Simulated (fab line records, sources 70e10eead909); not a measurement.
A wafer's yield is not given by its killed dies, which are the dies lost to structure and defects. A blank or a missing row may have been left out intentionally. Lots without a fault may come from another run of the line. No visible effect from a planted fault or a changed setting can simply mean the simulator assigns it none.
fab line records :: flow nandHarc :: part 2 of 2: steps 5 to 6 of 6
record
  lots=21
  wafers=63
  lastDay=25
route steps=1159 shown A_SGD_CUT@777 A_SLIT@780 A_CONTACT@859
lots that met no fault: taken from a fault-free run of the same line
startH: hours from the record's opening day to when the first of the lot's shown wafers began :: waitH: hours elapsed since this lot's preceding step :: " same as the row above :: L1.1+2: one row covering several wafers at once :: - value missing, or start not given :: * or withheld: withheld :: < > ~ a bound
route shown NAME@n: names a module that has steps shown in the file, with the first one's number in the route :: usual: average and standard deviation across the fault-free wafers :: same: alike in all rows :: chamber/n: place in a boat :: sites: per-site readings :: _std_site: standard deviation of those values :: _edge_site: the outer-site mean with the inner-site mean subtracted :: radiusMm: how far each site lies from the wafer's centre :: mask NAME#n: copy n :: behind: tool/chamber where the wafer was last shaped :: hold: why the lot went on hold/how many hours it stayed there/how the hold came to an end :: device: the transistor (n, p or np) that didn't switch :: end of line: at the end of the route, the tests of the same wafers :: a step given without rows: its recipe and nothing more :: killed: dies that structure and defects cost at the first sort, which is not the same as the wafer's yield :: map: a wafer's dies, marking killed ones x, the rest . and places with no die _
set.NAME: the setting that was run; set.NAME@STEP: the one run at that earlier step :: model.NAME: the simulator's own value behind a step, which no gauge read
route steps across a sampled set of lots; one table per step, one row per wafer
services: the hour from which a tool's chamber was out of use, counted from the record's first day as startH (under 0 if before that day), plus the number of hours and why
## steps
# step NHARC_A_CONTACT_ETCH_114
# recipe
  sourceW=withheld
  pressureMtorr=20
  biasV=3000
  timeS=94
  targetDepthA=9220
  arFlowSccm=withheld
  c4f8FlowSccm=withheld
  o2FlowSccm=withheld
  chemistry=C4F8/O2/Ar
# usual
  chamberPressureMTorr=20.002/0.025
  oesAirLineAu=1.002/0.02
lot.wafer: L074.2
tool: harCapEtch-02
chamber: 0
startH: 381.05
waitH: 0.1
chamberPressureMTorr: 20.012
oesAirLineAu: 1.037
rfHoursCounterH: 10

lot.wafer: L074.3
tool: harCapEtch-02
chamber: 0
startH: 381.05
waitH: 0.1
chamberPressureMTorr: 20.013
oesAirLineAu: 1.022
rfHoursCounterH: -

lot.wafer: L074.4
tool: harCapEtch-02
chamber: 1
startH: 381.05
waitH: 0.1
chamberPressureMTorr: 19.966
oesAirLineAu: 0.984
rfHoursCounterH: -

lot.wafer: L077.2
tool: harCapEtch-01
chamber: 1
startH: 381.89
waitH: 0.1
chamberPressureMTorr: 19.988
oesAirLineAu: 1.016
rfHoursCounterH: 56

lot.wafer: L077.4
tool: harCapEtch-01
chamber: 0
startH: 381.89
waitH: 0.1
chamberPressureMTorr: 19.997
oesAirLineAu: 1.018
rfHoursCounterH: -

lot.wafer: L077.6
tool: harCapEtch-01
chamber: 0
startH: 381.89
waitH: 0.1
chamberPressureMTorr: 19.992
oesAirLineAu: 0.991
rfHoursCounterH: -

lot.wafer: L075.2
tool: harCapEtch-03
chamber: 1
startH: 385.74
waitH: 0.1
chamberPressureMTorr: 20.005
oesAirLineAu: 0.979
rfHoursCounterH: 86

lot.wafer: L075.6
tool: harCapEtch-03
chamber: 0
startH: 385.74
waitH: 0.1
chamberPressureMTorr: 20.003
oesAirLineAu: 0.980
rfHoursCounterH: -

lot.wafer: L075.5
tool: harCapEtch-03
chamber: 1
startH: 385.74
waitH: 0.1
chamberPressureMTorr: 20.019
oesAirLineAu: 0.991
rfHoursCounterH: -

lot.wafer: L076.2
tool: harCapEtch-03
chamber: 1
startH: 391.15
waitH: 0.1
chamberPressureMTorr: 19.976
oesAirLineAu: 1.002
rfHoursCounterH: 87

lot.wafer: L076.3
tool: harCapEtch-03
chamber: 1
startH: 391.15
waitH: 0.1
chamberPressureMTorr: 19.989
oesAirLineAu: 0.998
rfHoursCounterH: -

lot.wafer: L076.5
tool: harCapEtch-03
chamber: 1
startH: 391.15
waitH: 0.1
chamberPressureMTorr: 20.019
oesAirLineAu: 1.026
rfHoursCounterH: -

lot.wafer: L078.2
tool: harCapEtch-03
chamber: 1
startH: 395.42
waitH: 0.1
chamberPressureMTorr: 20.002
oesAirLineAu: 0.978
rfHoursCounterH: 89

lot.wafer: L078.4
tool: harCapEtch-03
chamber: 0
startH: 395.42
waitH: 0.1
chamberPressureMTorr: 20.004
oesAirLineAu: 1.002
rfHoursCounterH: -

lot.wafer: L078.3
tool: harCapEtch-03
chamber: 1
startH: 395.42
waitH: 0.1
chamberPressureMTorr: 20.023
oesAirLineAu: 0.991
rfHoursCounterH: -

lot.wafer: L079.1
tool: harCapEtch-03
chamber: 1
startH: 405.26
waitH: 0.1
chamberPressureMTorr: 20.051
oesAirLineAu: 0.984
rfHoursCounterH: 91

lot.wafer: L079.3
tool: harCapEtch-03
chamber: 1
startH: 405.26
waitH: 0.1
chamberPressureMTorr: 20.011
oesAirLineAu: 1.007
rfHoursCounterH: -

lot.wafer: L079.5
tool: harCapEtch-03
chamber: 0
startH: 405.26
waitH: 0.1
chamberPressureMTorr: 19.997
oesAirLineAu: 1.013
rfHoursCounterH: -

lot.wafer: L081.1
tool: harCapEtch-02
chamber: 0
startH: 409.52
waitH: 0.1
chamberPressureMTorr: 19.997
oesAirLineAu: 1.007
rfHoursCounterH: 15

lot.wafer: L081.3
tool: harCapEtch-02
chamber: 0
startH: 409.52
waitH: 0.1
chamberPressureMTorr: 20.021
oesAirLineAu: 0.992
rfHoursCounterH: -

lot.wafer: L081.5
tool: harCapEtch-02
chamber: 1
startH: 409.52
waitH: 0.1
chamberPressureMTorr: 19.998
oesAirLineAu: 1.011
rfHoursCounterH: -

lot.wafer: L082.1
tool: harCapEtch-01
chamber: 1
startH: 411.90
waitH: 0.1
chamberPressureMTorr: 20.036
oesAirLineAu: 0.975
rfHoursCounterH: 62

lot.wafer: L082.4
tool: harCapEtch-01
chamber: 0
startH: 411.90
waitH: 0.1
chamberPressureMTorr: 20.020
oesAirLineAu: 1.018
rfHoursCounterH: -

lot.wafer: L082.5
tool: harCapEtch-01
chamber: 1
startH: 411.90
waitH: 0.1
chamberPressureMTorr: 20.015
oesAirLineAu: 0.953
rfHoursCounterH: -

lot.wafer: L080.2
tool: harCapEtch-02
chamber: 1
startH: 416.61
waitH: 0.1
chamberPressureMTorr: 20.014
oesAirLineAu: 0.995
rfHoursCounterH: 17

lot.wafer: L080.3
tool: harCapEtch-02
chamber: 1
startH: 416.61
waitH: 0.1
chamberPressureMTorr: 20.005
oesAirLineAu: 1.027
rfHoursCounterH: -

lot.wafer: L080.6
tool: harCapEtch-02
chamber: 1
startH: 416.61
waitH: 0.1
chamberPressureMTorr: 20.015
oesAirLineAu: 1.004
rfHoursCounterH: -

lot.wafer: L084.1
tool: harCapEtch-02
chamber: 0
startH: 427.01
waitH: 0.1
chamberPressureMTorr: 20.048
oesAirLineAu: 1.000
rfHoursCounterH: 19

lot.wafer: L084.2
tool: harCapEtch-02
chamber: 1
startH: 427.01
waitH: 0.1
chamberPressureMTorr: 20.021
oesAirLineAu: 0.982
rfHoursCounterH: 19

lot.wafer: L084.3
tool: harCapEtch-02
chamber: 1
startH: 427.01
waitH: 0.1
chamberPressureMTorr: 19.982
oesAirLineAu: 0.953
rfHoursCounterH: -

lot.wafer: L083.1
tool: harCapEtch-01
chamber: 0
startH: 427.53
waitH: 0.1
chamberPressureMTorr: 19.981
oesAirLineAu: 1.025
rfHoursCounterH: 65

lot.wafer: L083.5
tool: harCapEtch-01
chamber: 1
startH: 427.53
waitH: 0.1
chamberPressureMTorr: 19.969
oesAirLineAu: 1.013
rfHoursCounterH: -

lot.wafer: L083.6
tool: harCapEtch-01
chamber: 0
startH: 427.53
waitH: 0.1
chamberPressureMTorr: 20.003
oesAirLineAu: 1.028
rfHoursCounterH: -

lot.wafer: L086.1
tool: harCapEtch-02
chamber: 0
startH: 441.56
waitH: 0.1
chamberPressureMTorr: 20.001
oesAirLineAu: 1.000
rfHoursCounterH: 21

lot.wafer: L086.2
tool: harCapEtch-02
chamber: 1
startH: 441.56
waitH: 0.1
chamberPressureMTorr: 20.023
oesAirLineAu: 1.004
rfHoursCounterH: 21

lot.wafer: L086.6
tool: harCapEtch-02
chamber: 1
startH: 441.56
waitH: 0.1
chamberPressureMTorr: 19.980
oesAirLineAu: 0.976
rfHoursCounterH: -

lot.wafer: L085.1
tool: harCapEtch-01
chamber: 0
startH: 441.96
waitH: 0.1
chamberPressureMTorr: 19.981
oesAirLineAu: 1.006
rfHoursCounterH: 68

lot.wafer: L085.3
tool: harCapEtch-01
chamber: 1
startH: 441.96
waitH: 0.1
chamberPressureMTorr: 19.996
oesAirLineAu: 1.037
rfHoursCounterH: -

lot.wafer: L085.6
tool: harCapEtch-01
chamber: 0
startH: 441.96
waitH: 0.1
chamberPressureMTorr: 19.969
oesAirLineAu: 1.013
rfHoursCounterH: -

lot.wafer: L088.1
tool: harCapEtch-03
chamber: 1
startH: 445.50
waitH: 0.1
chamberPressureMTorr: 20.004
oesAirLineAu: 1.025
rfHoursCounterH: 99

lot.wafer: L088.2
tool: harCapEtch-03
chamber: 0
startH: 445.50
waitH: 0.1
chamberPressureMTorr: 19.987
oesAirLineAu: 0.963
rfHoursCounterH: 99

lot.wafer: L088.3
tool: harCapEtch-03
chamber: 0
startH: 445.50
waitH: 0.1
chamberPressureMTorr: 20.011
oesAirLineAu: 1.009
rfHoursCounterH: -

lot.wafer: L094.2
tool: harCapEtch-02
chamber: 0
startH: 471.48
waitH: 0.1
chamberPressureMTorr: 19.956
oesAirLineAu: 1.026
rfHoursCounterH: 26

lot.wafer: L094.1
tool: harCapEtch-02
chamber: 1
startH: 471.48
waitH: 0.1
chamberPressureMTorr: 19.998
oesAirLineAu: 0.999
rfHoursCounterH: 26

lot.wafer: L094.3
tool: harCapEtch-02
chamber: 0
startH: 471.48
waitH: 0.1
chamberPressureMTorr: 20.010
oesAirLineAu: 1.038
rfHoursCounterH: -

lot.wafer: L095.2
tool: harCapEtch-02
chamber: 0
startH: 479.21
waitH: 0.1
chamberPressureMTorr: 19.995
oesAirLineAu: 0.984
rfHoursCounterH: 27

lot.wafer: L095.3
tool: harCapEtch-02
chamber: 0
startH: 479.21
waitH: 0.1
chamberPressureMTorr: 20.020
oesAirLineAu: 0.962
rfHoursCounterH: -

lot.wafer: L095.6
tool: harCapEtch-02
chamber: 1
startH: 479.21
waitH: 0.1
chamberPressureMTorr: 19.962
oesAirLineAu: 1.015
rfHoursCounterH: -

lot.wafer: L092.3
tool: harCapEtch-03
chamber: 1
startH: 479.77
waitH: 0.1
chamberPressureMTorr: 20.001
oesAirLineAu: 0.972
rfHoursCounterH: -

lot.wafer: L092.6
tool: harCapEtch-03
chamber: 0
startH: 479.77
waitH: 0.1
chamberPressureMTorr: 20.004
oesAirLineAu: 1.007
rfHoursCounterH: -

lot.wafer: L092.5
tool: harCapEtch-03
chamber: 1
startH: 479.77
waitH: 0.1
chamberPressureMTorr: 20.025
oesAirLineAu: 1.014
rfHoursCounterH: -

lot.wafer: L091.3
tool: harCapEtch-03
chamber: 1
startH: 483.71
waitH: 0.1
chamberPressureMTorr: 20.031
oesAirLineAu: 1.017
rfHoursCounterH: -

lot.wafer: L091.6
tool: harCapEtch-03
chamber: 1
startH: 483.71
waitH: 0.1
chamberPressureMTorr: 20.018
oesAirLineAu: 1.023
rfHoursCounterH: -

lot.wafer: L091.5
tool: harCapEtch-03
chamber: 0
startH: 483.71
waitH: 0.1
chamberPressureMTorr: 19.964
oesAirLineAu: 1.010
rfHoursCounterH: -

lot.wafer: L093.2
tool: harCapEtch-01
chamber: 0
startH: 485.26
waitH: 0.1
chamberPressureMTorr: 19.993
oesAirLineAu: 0.989
rfHoursCounterH: 76

lot.wafer: L093.3
tool: harCapEtch-01
chamber: 1
startH: 485.26
waitH: 0.1
chamberPressureMTorr: 19.993
oesAirLineAu: 0.998
rfHoursCounterH: -

lot.wafer: L093.6
tool: harCapEtch-01
chamber: 0
startH: 485.26
waitH: 0.1
chamberPressureMTorr: 20.028
oesAirLineAu: 1.007
rfHoursCounterH: -

lot.wafer: L096.2
tool: harCapEtch-02
chamber: 0
startH: 490.65
waitH: 0.1
chamberPressureMTorr: 19.956
oesAirLineAu: 1.001
rfHoursCounterH: 31

lot.wafer: L096.1
tool: harCapEtch-02
chamber: 1
startH: 490.65
waitH: 0.1
chamberPressureMTorr: 20.016
oesAirLineAu: 0.993
rfHoursCounterH: 31

lot.wafer: L096.3
tool: harCapEtch-02
chamber: 0
startH: 490.65
waitH: 0.1
chamberPressureMTorr: 20.020
oesAirLineAu: 1.012
rfHoursCounterH: -

lot.wafer: L097.2
tool: harCapEtch-02
chamber: 0
startH: 525.58
waitH: 0.1
chamberPressureMTorr: 19.991
oesAirLineAu: 1.010
rfHoursCounterH: 37

lot.wafer: L097.3
tool: harCapEtch-02
chamber: 0
startH: 525.58
waitH: 0.1
chamberPressureMTorr: 19.987
oesAirLineAu: 0.992
rfHoursCounterH: -

lot.wafer: L097.6
tool: harCapEtch-02
chamber: 1
startH: 525.58
waitH: 0.1
chamberPressureMTorr: 20.005
oesAirLineAu: 1.026
rfHoursCounterH: -
# step NHARC_A_CONTACT_ETCH_119
# recipe
  sourceW=withheld
  pressureMtorr=20
  biasV=3000
  timeS=94
  targetDepthA=9220
  arFlowSccm=withheld
  c4f8FlowSccm=withheld
  o2FlowSccm=withheld
  chemistry=C4F8/O2/Ar
# usual
  chamberPressureMTorr=20.001/0.019
  oesAirLineAu=0.999/0.022
lot.wafer: L074.2
tool: harCapEtch-02
chamber: 0
startH: 381.50
waitH: 0.1
chamberPressureMTorr: 20.007
oesAirLineAu: 0.976
rfHoursCounterH: 10

lot.wafer: L074.3
tool: harCapEtch-02
chamber: 0
startH: 381.50
waitH: 0.1
chamberPressureMTorr: 19.994
oesAirLineAu: 1.028
rfHoursCounterH: -

lot.wafer: L074.4
tool: harCapEtch-02
chamber: 1
startH: 381.50
waitH: 0.1
chamberPressureMTorr: 19.989
oesAirLineAu: 1.007
rfHoursCounterH: -

lot.wafer: L077.2
tool: harCapEtch-01
chamber: 1
startH: 382.34
waitH: 0.1
chamberPressureMTorr: 19.977
oesAirLineAu: 1.001
rfHoursCounterH: 57

lot.wafer: L077.4
tool: harCapEtch-01
chamber: 0
startH: 382.34
waitH: 0.1
chamberPressureMTorr: 19.996
oesAirLineAu: 0.955
rfHoursCounterH: -

lot.wafer: L077.6
tool: harCapEtch-01
chamber: 0
startH: 382.34
waitH: 0.1
chamberPressureMTorr: 19.988
oesAirLineAu: 0.958
rfHoursCounterH: -

lot.wafer: L075.2
tool: harCapEtch-03
chamber: 1
startH: 386.19
waitH: 0.1
chamberPressureMTorr: 20.030
oesAirLineAu: 0.978
rfHoursCounterH: 87

lot.wafer: L075.6
tool: harCapEtch-03
chamber: 0
startH: 386.19
waitH: 0.1
chamberPressureMTorr: 20.040
oesAirLineAu: 1.009
rfHoursCounterH: -

lot.wafer: L075.5
tool: harCapEtch-03
chamber: 1
startH: 386.19
waitH: 0.1
chamberPressureMTorr: 20.007
oesAirLineAu: 0.990
rfHoursCounterH: -

lot.wafer: L076.2
tool: harCapEtch-03
chamber: 1
startH: 391.61
waitH: 0.1
chamberPressureMTorr: 19.967
oesAirLineAu: 1.003
rfHoursCounterH: 88

lot.wafer: L076.3
tool: harCapEtch-03
chamber: 1
startH: 391.61
waitH: 0.1
chamberPressureMTorr: 19.994
oesAirLineAu: 1.028
rfHoursCounterH: -

lot.wafer: L076.5
tool: harCapEtch-03
chamber: 1
startH: 391.61
waitH: 0.1
chamberPressureMTorr: 20.003
oesAirLineAu: 1.033
rfHoursCounterH: -

lot.wafer: L078.2
tool: harCapEtch-03
chamber: 1
startH: 395.87
waitH: 0.1
chamberPressureMTorr: 20.025
oesAirLineAu: 1.022
rfHoursCounterH: 89

lot.wafer: L078.4
tool: harCapEtch-03
chamber: 0
startH: 395.87
waitH: 0.1
chamberPressureMTorr: 20.001
oesAirLineAu: 1.013
rfHoursCounterH: -

lot.wafer: L078.3
tool: harCapEtch-03
chamber: 1
startH: 395.87
waitH: 0.1
chamberPressureMTorr: 19.996
oesAirLineAu: 0.968
rfHoursCounterH: -

lot.wafer: L079.1
tool: harCapEtch-03
chamber: 1
startH: 405.72
waitH: 0.1
chamberPressureMTorr: 19.957
oesAirLineAu: 0.994
rfHoursCounterH: 91

lot.wafer: L079.3
tool: harCapEtch-03
chamber: 1
startH: 405.72
waitH: 0.1
chamberPressureMTorr: 19.986
oesAirLineAu: 0.984
rfHoursCounterH: -

lot.wafer: L079.5
tool: harCapEtch-03
chamber: 0
startH: 405.72
waitH: 0.1
chamberPressureMTorr: 19.998
oesAirLineAu: 0.993
rfHoursCounterH: -

lot.wafer: L081.1
tool: harCapEtch-02
chamber: 0
startH: 409.97
waitH: 0.1
chamberPressureMTorr: 19.974
oesAirLineAu: 1.023
rfHoursCounterH: 16

lot.wafer: L081.3
tool: harCapEtch-02
chamber: 0
startH: 409.97
waitH: 0.1
chamberPressureMTorr: 19.990
oesAirLineAu: 0.995
rfHoursCounterH: -

lot.wafer: L081.5
tool: harCapEtch-02
chamber: 1
startH: 409.97
waitH: 0.1
chamberPressureMTorr: 20.003
oesAirLineAu: 1.033
rfHoursCounterH: -

lot.wafer: L082.1
tool: harCapEtch-01
chamber: 1
startH: 412.36
waitH: 0.1
chamberPressureMTorr: 19.978
oesAirLineAu: 1.035
rfHoursCounterH: 62

lot.wafer: L082.4
tool: harCapEtch-01
chamber: 0
startH: 412.36
waitH: 0.1
chamberPressureMTorr: 20.002
oesAirLineAu: 0.971
rfHoursCounterH: -

lot.wafer: L082.5
tool: harCapEtch-01
chamber: 1
startH: 412.36
waitH: 0.1
chamberPressureMTorr: 20.003
oesAirLineAu: 0.996
rfHoursCounterH: -

lot.wafer: L080.2
tool: harCapEtch-02
chamber: 1
startH: 417.06
waitH: 0.1
chamberPressureMTorr: 19.954
oesAirLineAu: 1.028
rfHoursCounterH: 17

lot.wafer: L080.3
tool: harCapEtch-02
chamber: 1
startH: 417.06
waitH: 0.1
chamberPressureMTorr: 19.989
oesAirLineAu: 1.043
rfHoursCounterH: -

lot.wafer: L080.6
tool: harCapEtch-02
chamber: 1
startH: 417.06
waitH: 0.1
chamberPressureMTorr: 20.027
oesAirLineAu: 1.006
rfHoursCounterH: -

lot.wafer: L084.1
tool: harCapEtch-02
chamber: 0
startH: 427.46
waitH: 0.1
chamberPressureMTorr: 20.018
oesAirLineAu: 0.985
rfHoursCounterH: 19

lot.wafer: L084.2
tool: harCapEtch-02
chamber: 1
startH: 427.46
waitH: 0.1
chamberPressureMTorr: 20.013
oesAirLineAu: 0.946
rfHoursCounterH: 19

lot.wafer: L084.3
tool: harCapEtch-02
chamber: 1
startH: 427.46
waitH: 0.1
chamberPressureMTorr: 19.995
oesAirLineAu: 0.974
rfHoursCounterH: -

lot.wafer: L083.1
tool: harCapEtch-01
chamber: 0
startH: 427.98
waitH: 0.1
chamberPressureMTorr: 19.979
oesAirLineAu: 1.003
rfHoursCounterH: 66

lot.wafer: L083.5
tool: harCapEtch-01
chamber: 1
startH: 427.98
waitH: 0.1
chamberPressureMTorr: 19.973
oesAirLineAu: 0.997
rfHoursCounterH: -

lot.wafer: L083.6
tool: harCapEtch-01
chamber: 0
startH: 427.98
waitH: 0.1
chamberPressureMTorr: 20.007
oesAirLineAu: 0.994
rfHoursCounterH: -

lot.wafer: L086.1
tool: harCapEtch-02
chamber: 0
startH: 442.01
waitH: 0.1
chamberPressureMTorr: 19.993
oesAirLineAu: 0.978
rfHoursCounterH: 21

lot.wafer: L086.2
tool: harCapEtch-02
chamber: 1
startH: 442.01
waitH: 0.1
chamberPressureMTorr: 19.989
oesAirLineAu: 0.987
rfHoursCounterH: 21

lot.wafer: L086.6
tool: harCapEtch-02
chamber: 1
startH: 442.01
waitH: 0.1
chamberPressureMTorr: 19.978
oesAirLineAu: 1.018
rfHoursCounterH: -

lot.wafer: L085.1
tool: harCapEtch-01
chamber: 0
startH: 442.41
waitH: 0.1
chamberPressureMTorr: 20.001
oesAirLineAu: 0.992
rfHoursCounterH: 68

lot.wafer: L085.3
tool: harCapEtch-01
chamber: 1
startH: 442.41
waitH: 0.1
chamberPressureMTorr: 19.999
oesAirLineAu: 0.998
rfHoursCounterH: -

lot.wafer: L085.6
tool: harCapEtch-01
chamber: 0
startH: 442.41
waitH: 0.1
chamberPressureMTorr: 19.994
oesAirLineAu: 0.998
rfHoursCounterH: -

lot.wafer: L088.1
tool: harCapEtch-03
chamber: 1
startH: 445.95
waitH: 0.1
chamberPressureMTorr: 20.018
oesAirLineAu: 1.028
rfHoursCounterH: 99

lot.wafer: L088.2
tool: harCapEtch-03
chamber: 0
startH: 445.95
waitH: 0.1
chamberPressureMTorr: 20.013
oesAirLineAu: 0.980
rfHoursCounterH: 99

lot.wafer: L088.3
tool: harCapEtch-03
chamber: 0
startH: 445.95
waitH: 0.1
chamberPressureMTorr: 20.021
oesAirLineAu: 1.016
rfHoursCounterH: -

lot.wafer: L094.2
tool: harCapEtch-02
chamber: 0
startH: 471.94
waitH: 0.1
chamberPressureMTorr: 19.997
oesAirLineAu: 1.036
rfHoursCounterH: 26

lot.wafer: L094.1
tool: harCapEtch-02
chamber: 1
startH: 471.94
waitH: 0.1
chamberPressureMTorr: 20.033
oesAirLineAu: 0.989
rfHoursCounterH: 26

lot.wafer: L094.3
tool: harCapEtch-02
chamber: 0
startH: 471.94
waitH: 0.1
chamberPressureMTorr: 20.010
oesAirLineAu: 0.999
rfHoursCounterH: -

lot.wafer: L095.2
tool: harCapEtch-02
chamber: 0
startH: 479.67
waitH: 0.1
chamberPressureMTorr: 19.983
oesAirLineAu: 1.018
rfHoursCounterH: 27

lot.wafer: L095.3
tool: harCapEtch-02
chamber: 0
startH: 479.67
waitH: 0.1
chamberPressureMTorr: 20.010
oesAirLineAu: 0.983
rfHoursCounterH: -

lot.wafer: L095.6
tool: harCapEtch-02
chamber: 1
startH: 479.67
waitH: 0.1
chamberPressureMTorr: 19.976
oesAirLineAu: 0.961
rfHoursCounterH: -

lot.wafer: L092.3
tool: harCapEtch-03
chamber: 1
startH: 480.22
waitH: 0.1
chamberPressureMTorr: 19.966
oesAirLineAu: 0.988
rfHoursCounterH: -

lot.wafer: L092.6
tool: harCapEtch-03
chamber: 0
startH: 480.22
waitH: 0.1
chamberPressureMTorr: 19.962
oesAirLineAu: 1.000
rfHoursCounterH: -

lot.wafer: L092.5
tool: harCapEtch-03
chamber: 1
startH: 480.22
waitH: 0.1
chamberPressureMTorr: 20.008
oesAirLineAu: 1.003
rfHoursCounterH: -

lot.wafer: L091.3
tool: harCapEtch-03
chamber: 1
startH: 484.16
waitH: 0.1
chamberPressureMTorr: 20.036
oesAirLineAu: 1.040
rfHoursCounterH: -

lot.wafer: L091.6
tool: harCapEtch-03
chamber: 1
startH: 484.16
waitH: 0.1
chamberPressureMTorr: 19.995
oesAirLineAu: 1.034
rfHoursCounterH: -

lot.wafer: L091.5
tool: harCapEtch-03
chamber: 0
startH: 484.16
waitH: 0.1
chamberPressureMTorr: 20.006
oesAirLineAu: 0.989
rfHoursCounterH: -

lot.wafer: L093.2
tool: harCapEtch-01
chamber: 0
startH: 485.86
waitH: 0.1
chamberPressureMTorr: 20.017
oesAirLineAu: 0.992
rfHoursCounterH: 77

lot.wafer: L093.3
tool: harCapEtch-01
chamber: 1
startH: 485.86
waitH: 0.1
chamberPressureMTorr: 19.997
oesAirLineAu: 1.001
rfHoursCounterH: -

lot.wafer: L093.6
tool: harCapEtch-01
chamber: 0
startH: 485.86
waitH: 0.1
chamberPressureMTorr: 20.009
oesAirLineAu: 0.989
rfHoursCounterH: -

lot.wafer: L096.2
tool: harCapEtch-02
chamber: 0
startH: 491.10
waitH: 0.1
chamberPressureMTorr: 19.995
oesAirLineAu: 0.979
rfHoursCounterH: 31

lot.wafer: L096.1
tool: harCapEtch-02
chamber: 1
startH: 491.10
waitH: 0.1
chamberPressureMTorr: 19.962
oesAirLineAu: 0.941
rfHoursCounterH: 31

lot.wafer: L096.3
tool: harCapEtch-02
chamber: 0
startH: 491.10
waitH: 0.1
chamberPressureMTorr: 19.994
oesAirLineAu: 0.994
rfHoursCounterH: -

lot.wafer: L097.2
tool: harCapEtch-02
chamber: 0
startH: 526.04
waitH: 0.1
chamberPressureMTorr: 19.998
oesAirLineAu: 0.981
rfHoursCounterH: 37

lot.wafer: L097.3
tool: harCapEtch-02
chamber: 0
startH: 526.04
waitH: 0.1
chamberPressureMTorr: 20.012
oesAirLineAu: 0.974
rfHoursCounterH: -

lot.wafer: L097.6
tool: harCapEtch-02
chamber: 1
startH: 526.04
waitH: 0.1
chamberPressureMTorr: 20.017
oesAirLineAu: 1.018
rfHoursCounterH: -
## services
tool: harCapEtch-02
chamber: -
startH: 305.00
hours: 17.0
kind: pm

tool: rieDiel-10
chamber: -
startH: 308.11
hours: 5.7
kind: repair

tool: rieDiel-05
chamber: 2
startH: 309.70
hours: 5.7
kind: repair

tool: rieDiel-01
chamber: -
startH: 316.05
hours: 0.7
kind: repair

tool: rieDiel-08
chamber: 2
startH: 317.14
hours: 4.9
kind: repair

tool: rieDiel-05
chamber: 3
startH: 317.63
hours: 51.0
kind: repair

tool: rieDiel-02
chamber: -
startH: 327.78
hours: 9.0
kind: pm

tool: rieDiel-02
chamber: 0
startH: 351.68
hours: 5.0
kind: repair

tool: aclDep-02
chamber: -
startH: 352.99
hours: 13.0
kind: pm

tool: rieDiel-10
chamber: -
startH: 353.50
hours: 9.0
kind: pm

tool: rieDiel-10
chamber: 3
startH: 366.52
hours: 8.9
kind: repair

tool: rieDiel-10
chamber: 1
startH: 370.01
hours: 2.3
kind: repair

tool: rieDiel-08
chamber: 2
startH: 381.32
hours: 13.8
kind: repair

tool: aclDep-03
chamber: -
startH: 405.26
hours: 13.0
kind: pm

tool: rieDiel-08
chamber: -
startH: 413.72
hours: 0.9
kind: repair

tool: rieDiel-02
chamber: 2
startH: 421.46
hours: 9.2
kind: repair

tool: rieDiel-02
chamber: 3
startH: 431.41
hours: 25.1
kind: repair

tool: rieDiel-01
chamber: -
startH: 465.37
hours: 0.4
kind: repair

tool: rieDiel-04
chamber: -
startH: 465.90
hours: 9.0
kind: pm

tool: aclDep-01
chamber: -
startH: 477.11
hours: 13.0
kind: pm

tool: rieDiel-08
chamber: -
startH: 478.80
hours: 9.0
kind: pm

tool: rieDiel-01
chamber: 1
startH: 482.87
hours: 4.4
kind: repair

tool: rieDiel-01
chamber: -
startH: 491.82
hours: 9.0
kind: pm

tool: rieDiel-02
chamber: -
startH: 504.83
hours: 9.0
kind: pm
